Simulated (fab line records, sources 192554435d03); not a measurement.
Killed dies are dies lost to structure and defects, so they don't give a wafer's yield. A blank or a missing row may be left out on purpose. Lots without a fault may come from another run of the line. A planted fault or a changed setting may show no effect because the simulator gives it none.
Chamber matching | flow n5_finfet | N5_BEOL_M4_ALD_84 on ald_metal-01: 4 sister chambers
The step deposits TaN, pulse time 2 s, purge time 3 s, co reactant purge time 2 s. 4 wafers are shown with their chamber, then 9 later ones without.

WAFERS WITH THEIR CHAMBER
wafer  | chamber | heater_power_w (W)
L089.1 | 1       | 441
L090.2 | 0       | 417
L090.3 | 3       | 415
L090.4 | 2       | 451

WAFERS WITHOUT THEIR CHAMBER
wafer  | heater_power_w (W)
L088.1 | 412
L088.2 | 421
L088.5 | 447
L091.3 | 423
L091.5 | 445
L091.6 | 433
L097.1 | 402
L097.2 | 426
L097.3 | 391

WHICH CHAMBER EACH WENT THROUGH
wafer  | from the rows above               | in truth
L088.1 | can't be placed: 3 or 0           | 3
L088.2 | can't be placed: 0 or 3 or 1      | 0
L088.5 | can't be placed: 2 or 1           | 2
L091.3 | can't be placed: 0 or 3 or 1      | 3
L091.5 | can't be placed: 1 or 2           | 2
L091.6 | can't be placed: 1 or 0 or 2 or 3 | 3
L097.1 | can't be placed: 3 or 0           | 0
L097.2 | can't be placed: 0 or 3 or 1 or 2 | 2
L097.3 | can't be placed: 3 or 0           | 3
Placed correctly: 0 of 9. Can't be placed from these rows: 9 (the true chamber is among the candidates in 9). Placed wrongly: 0.
How it was worked out, from the rows above alone: a wafer's distance from a chamber is the root of the sum, over the readings, of the square of ((its reading less the chamber's mean) divided by the reading's scatter). The wafer belongs to the nearest chamber; if the next one is less than 2 further off, it can't be placed. A chamber's mean is the mean of its shown wafers. The scatter: with one shown wafer a chamber, the root of the mean of the squares of how far each hidden wafer lies from its nearest shown one.
